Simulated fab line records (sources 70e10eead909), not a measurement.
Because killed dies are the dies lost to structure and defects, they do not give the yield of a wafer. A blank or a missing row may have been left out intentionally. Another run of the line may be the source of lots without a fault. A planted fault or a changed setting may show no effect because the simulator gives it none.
Which tool did it?	flow nandHarc	7 lots with 21 wafers sampled at 2 steps, on a route of 1302 steps

== WHAT THE GAUGES READ, wafer by wafer ==
NHARC_P_STI_OVL_MEAS_10.
lot	measured	on	overlayXNm (nm)
L819	day 3 08:11	overlay-01	10 11 10
L823	day 4 21:43	overlay-02	-7 -6 -6
L825	day 5 20:09	overlay-02	-3 -3 -3
L827	day 6 13:10	overlay-02	2 2 3
L829	day 7 11:51	overlay-02	2 2 2
L833	day 9 00:37	overlay-02	0 0 0
L840	day 12 01:08	overlay-01	3 4 4

== EACH LOT AND THE TOOL THAT RAN IT (in order: tool; ch and the chambers of the sampled wafers; start) ==
lot	NHARC_P_ZERO_WELL_DESCUM_39
L819	rieDiel-10 ch 0,2,3, day 2 10:23
L823	rieDiel-11 ch 1,2, day 4 02:10
L825	rieDiel-11 ch 1,2,3, day 5 02:23
L827	rieDiel-11 ch 0,2,3, day 5 18:26
L829	rieDiel-13 ch 1,2,3, day 6 14:16
L833	rieDiel-13 ch 0,1,2, day 8 06:28
L840	rieDiel-11 ch 0,1,3, day 11 04:19
- NHARC_P_ZERO_WELL_DESCUM_39: chemistry O2, time 3 s.

== THE ANSWER, worked out from the rows above alone ==
Rule: what is usual is taken from the lots themselves. Put in order of their means at a reading, lots are off if they are a third of the lots or fewer, leave a main group of 4 or more, and stand apart from it by a gap of 3 or more times the standard deviation of the main group's means; of several such gaps the widest counts. The tables above print the reading to a certain number of digits; a main group whose means all agree to those digits is not used. A lot without any number at a reading at which 4 lots or more have one is off too. Where the step has rows for the other lots, those lots are counted as sound.
No lot is off at any reading shown: from this, nothing can be told.

== WHAT THE SIMULATOR HAD INSERTED ==
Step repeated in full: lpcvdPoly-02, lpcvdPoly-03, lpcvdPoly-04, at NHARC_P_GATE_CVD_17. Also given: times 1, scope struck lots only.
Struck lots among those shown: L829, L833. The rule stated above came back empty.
